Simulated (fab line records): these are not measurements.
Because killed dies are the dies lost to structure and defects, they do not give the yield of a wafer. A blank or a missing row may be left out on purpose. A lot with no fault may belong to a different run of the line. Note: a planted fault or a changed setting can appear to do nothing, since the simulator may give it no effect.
Comparing a struck lot with a sound one + flow n5_finfet + 24 steps out of a route of 1938
Sound: wafers L428.2, L428.3, L428.6. Struck: wafers L443.4, L443.5. (L443.3 of the same lot was not struck and is left out.) The cause comes at the end.
For every step that has rows: the tool of each side, followed by ch and its chambers, followed by its first start. Under that, the readings that differ: sound wafers + struck wafers + difference of the means + sigmas: that difference in standard deviations of wafers without a fault.
alike: a reading whose means differ by less than 2 such deviations, as well as words and numbers matching on both sides. not compared: withheld readings; readings where some wafer has no value; bounds like >300 that might hide an equal value; numbers whose values overlap and for which the record gives no deviation.
The two part at a step that has a row with sigmas, a row that says differs or no value, or rows on one side only. When numbers do not overlap yet have no deviation, they are printed without sigmas and do not part them. A reading that every wafer of one side lacks parts them only if that side has two wafers or more.

first, 9 steps without rows for these wafers: N5_MIM_BOT_LITHO_HARDBAKE_09 (time 120 s); N5_MIM_BOT_LITHO_DESCUM_10 (chemistry O2, time 7.9 s); N5_MIM_BOT_ETCH_ETCH_04 (etches SiNx in CF4/O2, target depth 26 nm, time 13 s); N5_MIM_BOT_ETCH_ETCH_03 (etches the open film in Cl2/BCl3, target depth 12 nm); N5_MIM_BOT_ETCH_ETCH_00 (etches TiN in Cl2/BCl3, target depth 45.5 nm); N5_MIM_BOT_ETCH_STRIP_01 (strips in O2); N5_MIM_BOT_ETCH_STRIP_02 (strips in post etch residue remover, time 1200 s); N5_MIM_BOT_ETCH_CLEAN_05 (cleans in IPA, time 180 s); N5_MIM_BOT_ETCH_SRD_06 (time 30 s).
N5_PASSIVATION_PECVD_55: deposits SiO2 from SiH4/N2O, target thk 400 nm, time 22.5 s.
  sound on pecvd-01 ch 1,2, day 13 18:54; struck on pecvd-01 ch 0,1, day 18 12:28
| reading                                        | sound             | struck      | difference                    | sigmas |
|------------------------------------------------|-------------------|-------------|-------------------------------|--------|
| rf_fwd_power_W (W)                             | 599.4 600.2 598.3 | - -         | no value on the struck wafers |        |
| model.SiO2_of_PASSIVATION_PECVD_55.thk_nm (nm) | 397.8 395.8 398.2 | 349.2 346.4 | -49.5                         |        |
  alike: heater_power_w, showerhead_plenum_p_Torr, throttle_valve_pct
then, 11 steps without rows for these wafers: N5_PASSIVATION_PECVD_01 (deposits SiNx from SiH4/NH3/N2, target thk 200 nm, time 43.2 s); N5_PASSIVATION_HMDS_03 (time 60 s); N5_PASSIVATION_COAT_04; N5_PASSIVATION_EBR_06; N5_PASSIVATION_SOFTBAKE_05 (time 90 s); N5_PASSIVATION_EXPOSE_07 (exposes mask TV, defocus 0 nm, target cd 3000 nm); N5_PASSIVATION_PEB_08; N5_PASSIVATION_DEVELOP_09 (develop time 60 s); N5_PASSIVATION_HARDBAKE_11 (time 120 s); N5_PASSIVATION_DESCUM_12 (chemistry O2, time 7.9 s); N5_PASSIVATION_PASS_ETCH_74 (etches SiNx in CF4/O2, target depth 220 nm, time 110 s).
N5_PASSIVATION_VIA_ETCH_13: etches SiO2 in CHF3/O2, target depth 660 nm, time 330 s.
  sound on rie_diel-05 ch 2,3, day 13 20:53; struck on rie_diel-02 ch 0,1, day 18 13:20
| reading               | sound       | struck  | difference | sigmas |
|-----------------------|-------------|---------|------------|--------|
| etch_rf_on_time_s (s) | 238 226 229 | 208 201 | -26        | -5     |
  alike: drypump_motor_current_A, oes_product_au, rf_fwd_power_W, rf_vpp_V, showerhead_plenum_p_Torr, throttle_valve_pct
  not compared: rf_hours_counter_h, model.coat_of_PASSIVATION_COAT_04.thk_nm
then, 1 step without rows for these wafers: N5_PASSIVATION_STRIP_14 (strips in O2).
N5_PASSIVATION_PROBE_49:
  struck on prober-01, day 18 20:13; sound on prober-01, day 14 03:43
  alike: defect_limited_yield, killed_at_M0_to_M3, killed_at_M4_up, killed_at_contacts, killed_at_front_end, killed_at_other, killed_dies, killed_open, killed_short, sort_bin_4_leakage, sort_bin_5_function, sort_bin_6_memory, sort_n_pass, sort_yield_pct

WHERE THEY PART
At N5_PASSIVATION_PECVD_55 first; at N5_PASSIVATION_VIA_ETCH_13 last (within this record only). Later steps at which nothing parts them and some readings are alike: N5_PASSIVATION_PROBE_49.

WHY: what the simulator had put in
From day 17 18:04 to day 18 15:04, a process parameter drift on pecvd-01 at N5_PASSIVATION_PECVD_55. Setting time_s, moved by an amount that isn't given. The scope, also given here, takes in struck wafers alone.
